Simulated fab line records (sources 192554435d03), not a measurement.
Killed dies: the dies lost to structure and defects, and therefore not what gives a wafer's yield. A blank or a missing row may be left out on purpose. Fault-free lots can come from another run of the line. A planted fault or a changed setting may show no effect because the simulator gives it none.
Which tool is to blame?    flow n5_finfet    10 lots with 28 wafers sampled at 6 steps, on a route of 1938 steps

## WHAT THE GAUGES READ, wafer by wafer
N5_BEOL_M15_INSPECT_30: inspects for defects (macro). Usual: raw_defect_count reads 1.8 (standard deviation 1.3).
lot   measured      on                 raw_defect_count  flag
L398  day 12 19:51  defect_inspect-02  0 3 2             
L403  day 13 20:05  defect_inspect-02  1 3 1             
L404  day 14 23:58  defect_inspect-01  2 3 1             
L408  day 15 19:44  defect_inspect-02  4 2 1             
L409  day 16 07:20  defect_inspect-01  2 3               
L412  day 16 23:31  defect_inspect-02  2 1               
L413  day 17 02:58  defect_inspect-02  1 1 2             
L416  day 17 05:15  defect_inspect-01  1 1 5             
L415  day 17 10:42  defect_inspect-02  2 3 0             
L417  day 18 14:00  defect_inspect-02  0 2 3             

N5_BEOL_M15_THK_MEAS_50: measures by xrf. Usual: M15_THK typically reads 855 nm, with standard deviation 14.
lot   measured      on             M15_THK (nm)  flag
L398  day 12 23:05  film_metro-02  863 843 851   
L403  day 14 00:40  film_metro-01  867 865 863   
L404  day 15 04:10  film_metro-02  844 848 854   
L408  day 16 00:10  film_metro-01  849 854 852   
L409  day 16 10:44  film_metro-01  1253 879      OFF
L412  day 17 03:19  film_metro-01  874 1254      OFF
L413  day 17 07:50  film_metro-02  834 854 830   
L416  day 17 08:17  film_metro-01  869 865 874   
L415  day 17 13:55  film_metro-02  873 859 854   
L417  day 18 17:47  film_metro-01  871 875 850   

N5_BEOL_M15_RS_MEAS_54: the measuring method here is four-point-probe. Usual: M15_RS typically reads 0.0216 ohm/sq, with standard deviation 0.00032.
lot   measured      on             M15_RS (ohm/sq)       flag
L398  day 12 23:13  film_metro-02  0.0215 0.0220 0.0218  
L403  day 14 00:47  film_metro-01  0.0216 0.0214 0.0217  
L404  day 15 04:17  film_metro-02  0.0215 0.0214 0.0212  
L408  day 16 00:17  film_metro-02  0.0219 0.0217 0.0217  
L409  day 16 10:52  film_metro-02  0.0150 0.0212         OFF
L412  day 17 03:26  film_metro-01  0.0212 0.0147         OFF
L413  day 17 07:58  film_metro-02  0.0220 0.0213 0.0220  
L416  day 17 08:25  film_metro-01  0.0212 0.0213 0.0211  
L415  day 17 14:04  film_metro-01  0.0212 0.0214 0.0216  
L417  day 18 17:55  film_metro-02  0.0212 0.0212 0.0217  

## WHAT TOOL EACH LOT RAN ON (gives the tool, then ch and the chambers of the sampled wafers, and finally the start)
lot   N5_BEOL_M15_TRENCH_ETCH_34          N5_BEOL_M15_STRIP_37                           N5_BEOL_M15_DEP_53
L398  rie_diel-02 ch 0,1,3, day 12 19:58  rie_diel-04 ch 2,3, day 12 23:05 or earlier    pecvd-04 ch 0,2, day 12 23:09
L403  rie_diel-05 ch 0,1, day 13 20:13    rie_diel-05 ch 0,2, day 14 00:40 or earlier    pecvd-04 ch 0,1, day 14 00:43
L404  rie_diel-02 ch 1,3, day 15 00:29    rie_diel-02 ch 0,2,3, day 15 04:10 or earlier  pecvd-04 ch 0,2, day 15 04:13
L408  rie_diel-04 ch 0,1,2, day 15 20:13  rie_diel-05 ch 0,2,3, day 16 00:10 or earlier  pecvd-04 ch 0,1,2, day 16 00:13
L409  rie_diel-02 ch 0,2, day 16 07:27    rie_diel-04 ch 0,1, day 16 10:44 or earlier    pecvd-04 ch 1,2, day 16 10:48
L412  rie_diel-02 ch 0,1, day 16 23:52    rie_diel-02 ch 0, day 17 03:19 or earlier      pecvd-04 ch 0,2, day 17 03:23
L413  rie_diel-04 ch 0,1,3, day 17 03:05  rie_diel-02 ch 0,3, day 17 07:50 or earlier    pecvd-04 ch 1,2, day 17 07:54
L416  rie_diel-05 ch 1,3, day 17 05:22    rie_diel-02 ch 1,2,3, day 17 08:17 or earlier  pecvd-01 ch 0,1,2, day 17 08:20
L415  rie_diel-05 ch 1,2,3, day 17 10:49  rie_diel-05 ch 2,3, day 17 13:55 or earlier    pecvd-02 ch 0,2, day 17 14:00
L417  rie_diel-04 ch 0,1,3, day 18 14:13  rie_diel-02 ch 0,1, day 18 17:47 or earlier    pecvd-01 ch 0,1,2, day 18 17:51
- N5_BEOL_M15_TRENCH_ETCH_34: etches SiO2 in C4F8/O2/Ar, target depth 872.93 nm, time 199 s.
- N5_BEOL_M15_STRIP_37: strips in O2.
- N5_BEOL_M15_DEP_53: deposits SiCN from 3MS/NH3, target thk 50 nm, time 17.8 s.

## WHAT THE TOOLS THEMSELVES READ (means of the sampled wafers that have a number; where no wafer has one, the mark that the record gives instead)
N5_BEOL_M15_TRENCH_ETCH_34. Usual: drypump_motor_current_A 5.8 A, standard deviation 0.48; oes_product_au 0.79 a.u., standard deviation 0.1; rf_vpp_V 2227 V, standard deviation 23; showerhead_plenum_p_Torr 3.43 Torr, standard deviation 0.11; throttle_valve_pct 30.96 %, standard deviation 0.25.
lot   tool         drypump_motor_current_A (A)  oes_product_au (a.u.)  rf_vpp_V (V)  showerhead_plenum_p_Torr (Torr)  throttle_valve_pct (%)  flag
L398  rie_diel-02  5.6                          0.76                   2224          3.48                             31.05                   
L403  rie_diel-05  5.8                          0.67                   2239          3.38                             31.00                   
L404  rie_diel-02  5.5                          0.81                   2234          3.56                             30.87                   
L408  rie_diel-04  6.1                          0.70                   2214          3.40                             31.04                   
L409  rie_diel-02  5.8                          0.91                   2234          3.39                             31.02                   
L412  rie_diel-02  6.0                          0.99                   2229          3.50                             31.07                   
L413  rie_diel-04  6.1                          0.75                   2218          3.43                             31.10                   
L416  rie_diel-05  6.3                          0.95                   2246          3.37                             30.94                   
L415  rie_diel-05  5.9                          0.90                   2231          3.37                             30.88                   
L417  rie_diel-04  6.1                          0.86                   2217          3.43                             31.05                   

N5_BEOL_M15_STRIP_37. Usual: drypump_motor_current_A 5.7 A, standard deviation 0.51; oes_product_au 0.79 a.u., standard deviation 0.1; rf_vpp_V 3.6 V, standard deviation 0.6; showerhead_plenum_p_Torr 2.10 Torr, standard deviation 0.07; throttle_valve_pct 16.75 %, standard deviation 0.25.
lot   tool         drypump_motor_current_A (A)  oes_product_au (a.u.)  rf_vpp_V (V)  showerhead_plenum_p_Torr (Torr)  throttle_valve_pct (%)  flag
L398  rie_diel-04  5.5                          0.80                   4.5           2.19                             16.76                   
L403  rie_diel-05  5.4                          0.74                   3.7           2.06                             16.69                   
L404  rie_diel-02  5.5                          0.78                   3.2           2.08                             16.78                   
L408  rie_diel-05  5.5                          0.83                   3.5           2.05                             16.68                   
L409  rie_diel-04  6.3                          0.70                   2.8           2.03                             16.95                   
L412  rie_diel-02  6.0                          0.92                   3.5           2.05                             16.70                   
L413  rie_diel-02  5.1                          0.76                   4.0           2.06                             16.93                   
L416  rie_diel-02  5.4                          0.74                   4.1           2.12                             16.68                   
L415  rie_diel-05  5.5                          0.87                   3.6           2.04                             16.50                   
L417  rie_diel-02  6.0                          0.87                   3.8           2.10                             16.62                   

N5_BEOL_M15_DEP_53. Usual: showerhead_plenum_p_Torr 4.16 Torr, standard deviation 0.031; showerhead_vpp_V 1591 V, standard deviation 93; throttle_valve_pct 18.3 %, standard deviation 0.89.
lot   tool      showerhead_plenum_p_Torr (Torr)  showerhead_vpp_V (V)  throttle_valve_pct (%)  flag
L398  pecvd-04  4.13                             1605                  17.1                    
L403  pecvd-04  4.11                             1667                  18.5                    
L404  pecvd-04  4.11                             1660                  18.0                    
L408  pecvd-04  4.13                             1619                  17.7                    
L409  pecvd-04  4.16                             1563                  17.1                    
L412  pecvd-04  4.11                             1636                  17.6                    
L413  pecvd-04  4.16                             1577                  17.5                    
L416  pecvd-01  4.17                             1562                  18.1                    
L415  pecvd-02  4.16                             1644                  18.7                    
L417  pecvd-01  4.18                             1551                  18.1                    

## THE ANSWER, worked out from the rows above alone
Rule: a lot is off if the mean of its wafers that have a number lies more than 3 standard deviations from the usual mean. Also off: a lot with no number at a reading for which 4 or more lots have one. The other lots that the step has rows for count as sound. After the gauges, taken in route order, come the tools' own readings; for these a lot's mean is taken, as printed above. The first step at which some lot is off is used, and at that step the reading that is off furthest; a lot without a number counts as furthest.
Off: at N5_BEOL_M15_THK_MEAS_50 (M15_THK), L409, L412.
If a tool, at a process step before that reading, ran all the lots that are off and no sound lot after the first of them, it fits. Gauges at N5_BEOL_M15_THK_MEAS_50: tried the same way as those tools. N5_BEOL_M15_STRIP_37 gives no start for some lots, so the hours and the order of its lots are those of N5_BEOL_M15_THK_MEAS_50. One fits: N5_BEOL_M15_TRENCH_ETCH_34 on rie_diel-02. A fault onset in the window from L404 (day 15 00:29, its last sound lot) to L409 (day 16 07:27, its first lot off) fits.

## WHAT THE SIMULATOR HAD PUT IN
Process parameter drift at N5_BEOL_M15_TRENCH_ETCH_34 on rie_diel-02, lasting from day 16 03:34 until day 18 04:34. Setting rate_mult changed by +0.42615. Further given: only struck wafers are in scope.
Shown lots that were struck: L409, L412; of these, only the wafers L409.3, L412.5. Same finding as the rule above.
